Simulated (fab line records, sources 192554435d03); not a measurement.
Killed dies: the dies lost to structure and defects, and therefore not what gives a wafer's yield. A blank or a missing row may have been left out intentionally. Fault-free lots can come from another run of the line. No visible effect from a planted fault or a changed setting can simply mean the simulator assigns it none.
fab line records    flow n5_finfet
[record] lots = 6  wafers = 18  last_day = 17
route steps=1938 shown DUMMY_GATE@235 BEOL_M4@1111
lots with no fault: from the same line, run without faults
start_h: the number of hours between the record's first day and the start of the first shown wafer of the lot    wait_h: time in hours since the lot's previous step    " same as the row above    L1.1+2: a single row standing in for several wafers    - either no value or no given start    * or withheld: withheld    < > ~ a bound
route shown NAME@n: NAME is a module with steps in the file, n the number in the route of the first one    usual: average and standard deviation across the fault-free wafers    same: alike in all rows    chamber/n: place in a boat    sites: each site's reading    _std_site: the values' standard deviation    _edge_site: inner sites' mean taken away from outer sites' mean    radius_mm: for every site, how far away it sits from the centre of the wafer    mask NAME#n: copy n    behind: the last tool/chamber to shape the wafer    hold: why the lot was held/for how many hours/how that ended    device: the transistor (n, p or np) that didn't switch    end of line: the tests these same wafers got at the end of their route    a step given without rows: its recipe and nothing more    killed: at the first sort, the dies lost to defects and structure; wafer yield is something else    map: shows each die of a wafer: x if killed, . if not, _ if none is there
set.NAME: setting as actually run; set.NAME@STEP: the setting as run at that earlier step    model.NAME: the simulator's own value behind a step, which no gauge read
certain route steps with their lots: each step a table, each wafer a row
services: a tool's chamber out of use, with start hour (start_h, from the record's first day; less than 0 if before it), hours out, and reason
[[steps]]
[step N5_DUMMY_GATE_ETCH_29]
[recipe] chemistry = N2/H2  target = underlayer  target_depth_a = 130  ion_energy_ev = 200  pressure_mtorr = 30  source_w = 840  bias_w = 150  n2_flow_sccm = 200  h2_flow_sccm = 200
[step N5_DUMMY_GATE_ETCH_36]
[recipe] chemistry = CF4  target = SiARC  target_depth_a = 130  pressure_mtorr = 40  source_w = 545  bias_w = 36  Ar_flow_sccm = 100  cf4_flow_sccm = 100  ion_energy_ev = 80
[usual] drypump_motor_current_A = 5.82/0.27  mfc_ar_sccm = 100.01/0.29  oes_product_au = 0.78/0.086  rf_vpp_V = 184.3/1.1  showerhead_plenum_p_Torr = 2.16/0.068  throttle_valve_pct = 15.72/0.28
lot.wafer  tool         chamber  start_h  wait_h  drypump_motor_current_A  mfc_ar_sccm  oes_product_au  rf_hours_counter_h  rf_vpp_V  showerhead_plenum_p_Torr  throttle_valve_pct
L619.2     rie_diel-04  0        64.62    0.0     5.83                     100.03       0.82            114                 185.2     2.24                      15.89
L619.4     "            3        "        "       5.47                     100.16       0.77            -                   183.5     2.13                      15.78
L619.6     "            0        "        "       5.81                     100.06       0.82            -                   184.8     2.24                      15.90
L620.1     rie_diel-06  0        73.97    0.0     5.84                     99.51        0.71            198                 185.2     2.21                      15.98
L620.2     "            1        "        "       5.95                     99.64        0.73            212                 184.7     2.21                      15.66
L620.3     "            3        "        "       6.16                     99.67        0.84            49                  183.3     2.09                      15.63
L627.1     rie_diel-06  1        123.11   0.0     5.95                     100.77       0.71            227                 184.6     2.20                      15.70
L627.2     "            2        "        "       5.78                     99.82        0.75            164                 184.4     2.23                      15.76
L627.5     "            3        "        "       6.13                     100.00       0.82            -                   183.5     2.09                      15.65
L629.1     rie_diel-06  2        131.31   0.0     5.76                     100.15       0.75            166                 183.7     2.23                      15.76
L629.4     "            0        "        "       5.83                     99.89        0.69            216                 184.8     2.20                      16.03
L629.5     "            1        "        "       5.95                     99.92        0.72            -                   185.1     2.20                      15.71
L635.3     rie_diel-04  0        161.91   0.0     5.84                     100.62       0.78            146                 184.4     2.22                      15.97
L635.4     "            2        "        "       5.79                     99.89        0.91            25                  183.4     2.10                      14.94
L635.5     "            3        "        "       5.46                     99.89        0.73            -                   183.4     2.12                      15.85
L638.1     rie_diel-06  3        180.78   0.0     6.14                     100.18       0.80            82                  183.9     2.08                      15.70
L638.3     "            0        "        "       5.83                     100.31       0.68            232                 185.6     2.20                      16.07
L638.4     "            2        "        "       5.76                     100.10       0.74            180                 186.1     2.22                      15.79
[step N5_DUMMY_GATE_ETCH_37]
[recipe] chemistry = N2/H2  target = SOC  target_depth_a = 600  overetch_a = 300  temp_c = 40  ion_energy_ev = 200  pressure_mtorr = 30  source_w = 840  bias_w = 150  n2_flow_sccm = 200  h2_flow_sccm = 200
[usual] drypump_motor_current_A = 5.83/0.27  oes_product_au = 0.62/0.062  rf_vpp_V = 524.8/2.4  showerhead_plenum_p_Torr = 2.57/0.085  throttle_valve_pct = 17.93/0.28
lot.wafer  tool         chamber  start_h  wait_h  drypump_motor_current_A  oes_product_au  rf_hours_counter_h  rf_vpp_V  showerhead_plenum_p_Torr  throttle_valve_pct
L619.2     rie_diel-04  0        64.66    0.0     5.84                     0.63            114                 527.1     2.67                      18.14
L619.4     "            3        "        "       5.48                     0.59            -                   522.3     2.53                      18.11
L619.6     "            0        "        "       5.82                     0.63            -                   527.7     2.67                      18.14
L620.1     rie_diel-06  0        74.01    0.0     5.87                     0.56            198                 526.2     2.62                      18.02
L620.2     "            1        "        "       5.97                     0.58            212                 526.4     2.62                      17.80
L620.3     "            3        "        "       6.14                     0.68            49                  523.4     2.47                      17.86
L627.1     rie_diel-06  1        123.15   0.0     5.95                     0.57            227                 525.2     2.62                      17.82
L627.2     "            2        "        "       5.79                     0.59            164                 527.2     2.65                      17.97
L627.5     "            3        "        "       6.16                     0.66            -                   522.8     2.47                      17.87
L629.1     rie_diel-06  2        131.35   0.0     5.77                     0.60            166                 525.4     2.65                      17.96
L629.4     "            0        "        "       5.86                     0.55            216                 526.6     2.62                      18.07
L629.5     "            1        "        "       5.97                     0.57            -                   526.0     2.62                      17.82
L635.3     rie_diel-04  0        161.95   0.0     5.86                     0.61            146                 527.3     2.66                      18.20
L635.4     "            2        "        "       5.82                     0.71            25                  523.1     2.49                      17.15
L635.5     "            3        "        "       5.46                     0.58            -                   523.9     2.52                      18.14
L638.1     rie_diel-06  3        180.82   0.0     6.15                     0.64            82                  521.6     2.46                      17.93
L638.3     "            0        "        "       5.85                     0.55            232                 527.1     2.61                      18.09
L638.4     "            2        "        "       5.77                     0.58            180                 527.6     2.64                      18.00
[step N5_DUMMY_GATE_STRIP_38]
[recipe] chemistry = N2/H2  temp_c = 40  n2_flow_sccm = 200  h2_flow_sccm = 200  rf_frequency_hz = 6e+07
[step N5_DUMMY_GATE_STRIP_39]
[recipe] chemistry = N2/H2  temp_c = 40  n2_flow_sccm = 200  h2_flow_sccm = 200  rf_frequency_hz = 6e+07
[step N5_DUMMY_GATE_TRIM_49]
[recipe] chemistry = O2  resist = SOC  time_s = 29  target_cd_nm = 14  source_power_w = 300  bias_power_w = 0  O2_flow_sccm = 100  temp_c = 20
[step N5_DUMMY_GATE_STRIP_40]
[recipe] chemistry = CF4  resist = SiARC  power_w = 300  bias_power_w = 75  pressure_mtorr = 50  cf4_flow_sccm = 150  rf_frequency_hz = 6e+07
[step N5_DUMMY_GATE_CD_MEAS_50]
[recipe] target_cd_nm = 14
[usual] cd_nm = 14.0/0.3
lot.wafer  tool       chamber  start_h  wait_h  cd_nm
L619.2     cd_sem-02  -        64.90    0.0     13.9
L619.4     "          -        "        "       14.1
L619.6     "          -        "        "       13.6
L620.1     cd_sem-03  -        74.24    0.0     13.9
L620.2     "          -        "        "       14.3
L620.3     "          -        "        "       14.2
L627.1     cd_sem-03  -        123.49   0.0     13.7
L627.2     "          -        "        "       13.8
L627.5     "          -        "        "       13.6
L629.1     cd_sem-02  -        131.60   0.0     14.6
L629.4     "          -        "        "       14.9
L629.5     "          -        "        "       14.1
L635.3     cd_sem-03  -        162.19   0.0     13.5
L635.4     "          -        "        "       14.0
L635.5     "          -        "        "       13.4
L638.1     cd_sem-01  -        181.05   0.0     14.2
L638.3     "          -        "        "       14.2
L638.4     "          -        "        "       14.3
[step N5_DUMMY_GATE_ETCH_31]
[recipe] chemistry = C4F6/O2  target = SiO2  mask_material = SOC  target_depth_a = 825  time_s = 27.5  ion_energy_ev = 250  pressure_mtorr = 30  source_w = 345  bias_w = 185  Ar_flow_sccm = 300  C4F6_flow_sccm = 10  O2_flow_sccm = 10
[usual] drypump_motor_current_A = 5.84/0.26  mfc_ar_sccm = 300.0/0.91  oes_ar_750_au = 0.76/0.06  oes_f_703_au = 0.76/0.061  oes_o_777_au = 0.76/0.061  oes_product_au = 0.75/0.065  rf_vpp_V = 669/6  showerhead_plenum_p_Torr = 2.87/0.083  throttle_valve_pct = 21.29/0.21
lot.wafer  tool         chamber  start_h  wait_h  drypump_motor_current_A  mfc_ar_sccm  oes_ar_750_au  oes_f_703_au  oes_o_777_au  oes_product_au  rf_hours_counter_h  rf_vpp_V  showerhead_plenum_p_Torr  throttle_valve_pct
L619.2     rie_diel-06  2        64.95    0.0     5.76                     301.5        0.77           0.78          0.78          0.77            145                 675       2.97                      21.29
L619.4     "            0        "        "       5.86                     299.3        0.72           0.71          0.72          0.70            195                 670       2.93                      21.47
L619.6     "            2        "        "       5.76                     299.6        0.77           0.78          0.78          0.77            -                   674       2.97                      21.27
L620.1     rie_diel-06  1        74.29    0.0     5.97                     300.3        0.73           0.73          0.75          0.73            212                 679       2.93                      21.16
L620.2     "            2        "        "       5.79                     300.6        0.77           0.77          0.77          0.76            148                 674       2.97                      21.29
L620.3     "            3        "        "       6.16                     301.4        0.85           0.84          0.83          0.85            49                  674       2.78                      21.24
L627.1     rie_diel-02  0        123.53   0.0     6.07                     299.9        0.78           0.77          0.77          0.77            142                 667       2.86                      21.40
L627.2     "            3        "        "       5.61                     302.1        0.69           0.69          0.70          0.68            223                 661       2.92                      21.28
L627.5     "            0        "        "       6.08                     300.2        0.77           0.77          0.77          0.76            -                   667       2.86                      21.40
L629.1     rie_diel-06  3        131.65   0.0     6.13                     302.0        0.83           0.82          0.81          0.83            68                  672       2.77                      21.27
L629.4     "            1        "        "       5.95                     297.4        0.72           0.72          0.72          0.71            230                 679       2.92                      21.17
L629.5     "            2        "        "       5.76                     299.9        0.75           0.76          0.77          0.75            -                   675       2.96                      21.31
L635.3     rie_diel-06  1        162.23   0.0     5.94                     300.5        0.71           0.72          0.73          0.70            236                 680       2.92                      21.17
L635.4     "            3        "        "       6.16                     298.1        0.81           0.81          0.80          0.81            77                  673       2.77                      21.27
L635.5     "            1        "        "       5.96                     299.6        0.72           0.72          0.72          0.70            -                   678       2.92                      21.16
L638.1     rie_diel-06  3        181.10   0.0     6.16                     301.0        0.80           0.80          0.80          0.81            82                  674       2.76                      21.29
L638.3     "            0        "        "       5.85                     299.1        0.68           0.68          0.69          0.68            232                 669       2.92                      21.51
L638.4     "            1        "        "       5.94                     299.5        0.71           0.71          0.72          0.70            241                 678       2.92                      21.17
[step N5_DUMMY_GATE_STRIP_41]
[recipe] chemistry = O2  power_w = 400  temp_c = 40  pressure_mtorr = 30  rf_frequency_hz = 6e+07  bias_power_w = 0  overash_fraction = 0.3  o2_flow_sccm = 225
[usual] drypump_motor_current_A = 5.84/0.25  oes_product_au = 0.76/0.065  rf_vpp_V = 3.6/0.52  showerhead_plenum_p_Torr = 2.12/0.064  throttle_valve_pct = 16.83/0.21
lot.wafer  tool         chamber  start_h  wait_h  drypump_motor_current_A  oes_product_au  rf_hours_counter_h  rf_vpp_V  showerhead_plenum_p_Torr  throttle_valve_pct
L619.2     rie_diel-06  2        64.99    0.0     5.76                     0.77            145                 3.4       2.18                      16.73
L619.4     "            0        "        "       5.84                     0.71            195                 4.8       2.17                      17.03
L619.6     "            2        "        "       5.77                     0.76            -                   3.7       2.18                      16.72
L620.1     rie_diel-06  1        74.34    0.0     5.96                     0.72            212                 5.3       2.18                      16.76
L620.2     "            2        "        "       5.77                     0.75            148                 3.4       2.18                      16.74
L620.3     "            3        "        "       6.14                     0.85            49                  2.9       2.05                      16.72
L627.1     rie_diel-02  0        123.58   0.0     6.08                     0.77            142                 3.3       2.10                      16.89
L627.2     "            3        "        "       5.60                     0.69            223                 3.8       2.16                      16.88
L627.5     "            0        "        "       6.09                     0.78            -                   2.6       2.10                      16.88
L629.1     rie_diel-06  3        131.69   0.0     6.15                     0.83            68                  3.9       2.04                      16.76
L629.4     "            1        "        "       5.96                     0.72            230                 3.5       2.17                      16.82
L629.5     "            2        "        "       5.79                     0.74            -                   3.7       2.17                      16.77
L635.3     rie_diel-06  1        162.28   0.0     5.94                     0.70            236                 3.8       2.17                      16.80
L635.4     "            3        "        "       6.12                     0.81            77                  4.7       2.04                      16.76
L635.5     "            1        "        "       5.94                     0.71            -                   3.0       2.17                      16.82
L638.1     rie_diel-06  3        181.15   0.0     6.13                     0.82            82                  3.9       2.04                      16.76
L638.3     "            0        "        "       5.84                     0.69            232                 3.3       2.16                      17.09
L638.4     "            1        "        "       5.93                     0.71            241                 3.4       2.16                      16.81
[step N5_DUMMY_GATE_HM_OPEN_21]
[recipe] chemistry = CH3F/O2  target = SiNx  target_depth_a = 1200  Ar_flow_sccm = 150  CH3F_flow_sccm = 30  O2_flow_sccm = 23  time_s = 171.4  pressure_mtorr = 30  source_w = 395  bias_w = 73  ion_energy_ev = 120.7
[usual] CH3F_flow_sccm = 29.99/0.087  drypump_motor_current_A = 5.84/0.25  mfc_ar_sccm = 150.1/0.44  oes_ar_750_au = 0.76/0.061  oes_f_703_au = 0.76/0.06  oes_o_777_au = 0.76/0.061  oes_product_au = 0.75/0.066  rf_vpp_V = 301.0/2.7  showerhead_plenum_p_Torr = 2.04/0.062  throttle_valve_pct = 16.60/0.21
lot.wafer  tool         chamber  start_h  wait_h  CH3F_flow_sccm  drypump_motor_current_A  mfc_ar_sccm  oes_ar_750_au  oes_f_703_au  oes_o_777_au  oes_product_au  rf_hours_counter_h  rf_vpp_V  showerhead_plenum_p_Torr  throttle_valve_pct
L619.2     rie_diel-06  2        65.03    0.0     29.96           5.78                     149.8        0.77           0.77          0.77          0.76            146                 303.9     2.11                      16.56
L619.4     "            0        "        "       30.05           5.85                     150.3        0.71           0.70          0.71          0.71            195                 303.4     2.08                      16.79
L619.6     "            2        "        "       30.06           5.79                     149.8        0.77           0.78          0.77          0.77            -                   303.9     2.11                      16.57
L620.1     rie_diel-06  1        74.38    0.0     29.93           5.94                     150.2        0.73           0.72          0.74          0.72            212                 305.6     2.08                      16.50
L620.2     "            2        "        "       30.08           5.74                     150.5        0.77           0.77          0.77          0.77            148                 304.1     2.11                      16.57
L620.3     "            3        "        "       30.08           6.14                     149.8        0.85           0.83          0.84          0.85            49                  302.7     1.97                      16.48
L627.1     rie_diel-02  0        123.62   0.0     30.08           6.07                     150.0        0.78           0.77          0.77          0.77            142                 299.6     2.03                      16.68
L627.2     "            3        "        "       30.05           5.59                     150.2        0.69           0.69          0.69          0.68            223                 296.6     2.08                      16.66
L627.5     "            0        "        "       30.03           6.07                     149.8        0.78           0.77          0.77          0.76            -                   300.1     2.03                      16.69
L629.1     rie_diel-06  3        131.73   0.0     29.87           6.18                     150.6        0.82           0.81          0.82          0.82            68                  304.0     1.96                      16.52
L629.4     "            1        "        "       29.74           5.94                     150.3        0.71           0.72          0.73          0.71            230                 306.6     2.08                      16.53
L629.5     "            2        "        "       29.97           5.77                     149.9        0.75           0.76          0.75          0.74            -                   303.3     2.10                      16.59
L635.3     rie_diel-06  1        162.32   0.0     29.94           5.94                     150.3        0.71           0.71          0.72          0.71            236                 305.2     2.08                      16.54
L635.4     "            3        "        "       30.13           6.15                     150.9        0.81           0.80          0.80          0.81            77                  301.7     1.96                      16.53
L635.5     "            1        "        "       29.91           5.94                     149.9        0.71           0.71          0.72          0.71            -                   306.6     2.08                      16.56
L638.1     rie_diel-06  3        181.19   0.0     30.08           6.13                     150.3        0.81           0.79          0.80          0.80            82                  302.4     1.96                      16.56
L638.3     "            0        "        "       30.02           5.83                     149.9        0.68           0.69          0.69          0.68            232                 302.1     2.07                      16.85
L638.4     "            1        "        "       30.03           5.95                     151.3        0.71           0.71          0.71          0.70            241                 305.5     2.07                      16.55
[step N5_DUMMY_GATE_ETCH_32]
[recipe] chemistry = CF4  target = SiO2  target_depth_a = 35  time_s = 3.9  ion_energy_ev = 350  pressure_mtorr = 10  icp_w = 800  bias_w = 400  cf4_flow_sccm = 80
[step N5_DUMMY_GATE_ETCH_23]
[recipe] chemistry = HBr/Cl2/O2  HBr_flow_sccm = 150  Cl2_flow_sccm = 80  O2_flow_sccm = 12  bias_w = 102  target_depth_a = 410  time_s = 22.3  target = poly-Si  mask_material = SiO2  pressure_mtorr = 10  icp_w = 800
[usual] drypump_motor_current_A = 5.65/0.24  oes_o_777_au = 1.01/0.032  oes_product_au = 1.001/0.016  throttle_valve_pct = 37.34/0.19
lot.wafer  tool       chamber  start_h  wait_h  drypump_motor_current_A  oes_o_777_au  oes_product_au  rf_hours_counter_h  throttle_valve_pct  model.etch.depth_nm  model.SiO2_of_DUMMY_GATE_PECVD_30.thk_nm
L619.2     rie_si-03  3        65.23    0.0     5.79                     0.99          0.999           30                  37.51               40.77                38.8
L619.4     "          1        "        "       5.36                     1.06          1.021           187                 37.26               41.23                39.6
L619.6     "          3        "        "       5.80                     1.01          1.000           -                   37.49               40.9                 38.8
L620.1     rie_si-03  1        74.57    0.0     5.36                     1.07          1.012           187                 37.26               40.56                38.4
L620.2     "          2        "        "       5.63                     1.05          0.993           67                  37.57               41.23                38.8
L620.3     "          3        "        "       5.79                     1.00          1.002           30                  37.50               40.85                39.4
L627.1     rie_si-03  3        123.81   0.0     5.79                     1.00          1.320           30                  37.50               59.07                37.8
L627.2     "          2        "        "       5.64                     1.03          0.991           67                  37.56               41.03                39
L627.5     "          1        "        "       5.36                     1.07          1.020           -                   37.25               41.02                39.4
L629.1     rie_si-03  2        131.93   0.0     5.63                     1.04          1.304           68                  37.54               58.89                38.2
L629.4     "          3        "        "       5.79                     1.01          1.005           31                  37.48               40.96                39.8
L629.5     "          1        "        "       5.38                     1.07          1.009           -                   37.24               41.02                39.2
L635.3     rie_si-01  1        162.51   0.0     5.55                     1.00          0.978           165                 37.28               40.39                39.4
L635.4     "          2        "        "       5.96                     1.03          1.006           86                  37.13               40.72                38.6
L635.5     "          2        "        "       5.97                     1.03          1.004           -                   37.13               40.58                39.8
L638.1     rie_si-02  1        181.38   0.0     5.46                     0.96          0.992           99                  37.05               40.91                39.4
L638.3     "          0        "        "       5.26                     0.99          1.016           100                 37.52               40.84                39.6
L638.4     "          2        "        "       5.93                     0.97          0.961           173                 37.52               40.44                39.8
[step N5_DUMMY_GATE_ETCH_44]
[recipe] chemistry = HBr/O2  over_etch_frac = 0.7  target_depth_a = 1275  stop_on = SiO2  ion_energy_ev = 60  bias_w = 20  target = poly-Si  mask_material = SiO2  pressure_mtorr = 20  icp_w = 400  HBr_flow_sccm = 120  O2_flow_sccm = 10
[usual] drypump_motor_current_A = 5.64/0.25  oes_product_au = 0.728/0.011  throttle_valve_pct = 18.58/0.12
lot.wafer  tool       chamber  start_h  wait_h  drypump_motor_current_A  oes_product_au  rf_hours_counter_h  throttle_valve_pct  model.SiO2_of_DUMMY_GATE_PECVD_30.thk_nm
L619.2     rie_si-03  3        65.28    0.0     5.76                     0.742           30                  18.58               37.8
L619.4     "          1        "        "       5.38                     0.745           187                 18.52               38.6
L619.6     "          3        "        "       5.77                     0.731           -                   18.57               37.8
L620.1     rie_si-03  1        74.63    0.0     5.38                     0.745           187                 18.52               37.4
L620.2     "          2        "        "       5.62                     0.730           67                  18.68               37.8
L620.3     "          3        "        "       5.77                     0.729           30                  18.58               38.4
L627.1     rie_si-03  3        123.87   0.0     5.77                     0.740           30                  18.59               36.8
L627.2     "          2        "        "       5.60                     0.722           68                  18.69               38
L627.5     "          1        "        "       5.36                     0.725           -                   18.50               38.6
L629.1     rie_si-03  2        131.98   0.0     5.63                     0.728           68                  18.69               37.2
L629.4     "          3        "        "       5.79                     0.728           31                  18.57               38.8
L629.5     "          1        "        "       5.38                     0.747           -                   18.51               38.4
L635.3     rie_si-01  1        162.57   0.0     5.56                     0.735           165                 18.48               38.4
L635.4     "          2        "        "       5.96                     0.734           86                  18.50               37.8
L635.5     "          2        "        "       5.97                     0.746           -                   18.54               38.8
L638.1     rie_si-02  1        181.44   0.0     5.47                     0.718           99                  18.38               38.4
L638.3     "          0        "        "       5.21                     0.734           100                 18.63               38.6
L638.4     "          2        "        "       5.95                     0.713           173                 18.64               38.8
[step N5_DUMMY_GATE_CD_MEAS_24]
[recipe] target_cd_nm = 15
[usual] cd_nm = 15.0/0.35
lot.wafer  tool       chamber  start_h  wait_h  cd_nm
L619.2     cd_sem-01  -        65.40    0.1     15.0
L619.4     "          -        "        "       15.0
L619.6     "          -        "        "       15.1
L620.1     cd_sem-03  -        74.74    0.1     14.2
L620.2     "          -        "        "       15.0
L620.3     "          -        "        "       15.1
L627.1     cd_sem-03  -        123.98   0.1     15.1
L627.2     "          -        "        "       14.8
L627.5     "          -        "        "       14.6
L629.1     cd_sem-03  -        132.10   0.1     15.2
L629.4     "          -        "        "       15.7
L629.5     "          -        "        "       15.2
L635.3     cd_sem-02  -        162.69   0.1     14.2
L635.4     "          -        "        "       15.2
L635.5     "          -        "        "       14.7
L638.1     cd_sem-02  -        181.55   0.1     15.6
L638.3     "          -        "        "       15.0
L638.4     "          -        "        "       15.4
[step N5_BEOL_M4_RC_MEAS_101]
[usual] DIBL_N = 36.3/1.4  DIBL_P = 35.7/1.5  IOFF_N = 0.155/0.022  IOFF_P = 0.204/0.027  ION_N = 671/9  ION_P = 459/6.2  SS_N = 71.5/0.54  SS_P = 73.1/0.56  VT_N = 250.2/2.6  VT_P = -251/3.3
lot.wafer  tool       chamber  start_h  wait_h  DIBL_N[mV/V]  DIBL_P[mV/V]  IOFF_N[nA/um]  IOFF_P[nA/um]  ION_N[uA/um]  ION_P[uA/um]  SS_N[mV/dec]  SS_P[mV/dec]  VT_N[mV]  VT_P[mV]
L619.2     prober-02  0        189.28   0.2     36.4          36.6          0.172          0.187          686           458           71.3          72.9          246.6     -255
L619.4     "          0        "        "       37.3          37.7          0.193          0.204          680           460           71.7          73.3          246.3     -249
L619.6     "          0        "        "       36.6          36.6          0.175          0.199          688           465           70.5          73.0          246.0     -252
L620.1     prober-02  0        191.18   0.0     37.7          37.2          0.183          0.269          686           480           71.7          73.5          245.5     -243
L620.2     "          0        "        "       36.0          34.5          0.155          0.234          675           465           72.4          73.5          253.0     -248
L620.3     "          0        "        "       35.1          33.9          0.137          0.210          671           464           71.3          72.2          250.5     -248
L627.1     prober-01  0        240.02   0.0     36.4          36.2          0.157          0.190          688           469           72.3          73.5          251.8     -255
L627.2     "          0        "        "       37.0          37.1          0.170          0.207          688           461           71.7          73.7          252.4     -252
L627.5     "          0        "        "       36.7          36.6          0.157          0.198          679           463           72.0          72.9          248.4     -253
L629.1     prober-01  0        247.62   0.0     34.4          32.6          0.132          0.162          673           462           71.0          73.0          253.3     -258
L629.4     "          0        "        "       34.3          32.2          0.132          0.155          667           455           70.7          73.5          253.5     -256
L629.5     "          0        "        "       36.0          34.0          0.154          0.178          678           452           72.5          73.5          252.0     -256
L635.3     prober-02  0        285.27   0.3     36.9          36.8          0.151          0.197          663           456           72.1          72.8          251.0     -252
L635.4     "          0        "        "       36.3          36.5          0.154          0.206          656           457           71.2          72.5          252.0     -252
L635.5     "          0        "        "       36.3          36.8          0.152          0.217          661           466           71.6          73.3          250.8     -250
L638.1     prober-01  0        302.64   0.0     33.8          33.7          0.109          0.164          647           454           70.6          72.3          256.1     -252
L638.3     "          0        "        "       33.8          34.3          0.109          0.173          649           454           71.1          72.7          256.4     -251
L638.4     "          0        "        "       35.0          34.6          0.123          0.178          657           457           71.2          73.0          253.4     -251
[[services]]
tool         chamber  start_h  hours  kind
rie_diel-04  0        41.51    6.5    repair
rie_diel-04  3        49.33    6.1    repair
rie_diel-04  2        55.43    -      clean
rie_diel-04  2        55.43    -      consumable_replace:focus_ring
rie_diel-04  2        55.43    15.9   scheduled_down
rie_diel-04  2        55.43    15.9   vent_cycle
rie_si-03    3        75.19    19.1   repair
rie_diel-04  2        86.03    7.0    repair
rie_diel-04  1        100.17   -      clean
rie_diel-04  1        100.17   -      consumable_replace:focus_ring
rie_diel-04  1        100.17   -      consumable_replace:showerhead
rie_diel-04  1        100.17   13.7   scheduled_down
rie_diel-04  1        100.17   13.7   vent_cycle
rie_si-01    1        118.02   3.2    repair
rie_diel-06  1        133.57   9.6    repair
rie_diel-04  3        137.47   4.1    repair
rie_si-02    1        143.48   6.7    repair
rie_diel-04  2        146.42   8.2    repair
rie_si-03    -        149.01   0.2    repair
rie_si-02    2        157.50   1.6    repair
rie_diel-04  -        173.81   2.7    repair
[[key]]
[first_sign] step = N5_DUMMY_GATE_ETCH_23  reading = oes_product_au  direction = up  sigmas = 20  usual = 1.001  struck = 1.312
effect none on later readings
[model_effect] step = N5_DUMMY_GATE_ETCH_23  value = etch.depth_nm  without = 41.35  struck = 58.98
[model_effect] step = N5_DUMMY_GATE_ETCH_44  value = SiO2_of_DUMMY_GATE_PECVD_30.thk_nm  without = 38.1  struck = 37
met_at N5_DUMMY_GATE_ETCH_23
struck_wafers L627.1,L629.1
onset_between 74.57 123.81
[fault] kind = process_parameter_drift  tool = rie_si-03  chamber = -  onset_h = 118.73  steps = N5_DUMMY_GATE_ETCH_23  channel = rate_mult  offset = 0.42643  shape = step  end_h = 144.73  scope = struck_wafers_only
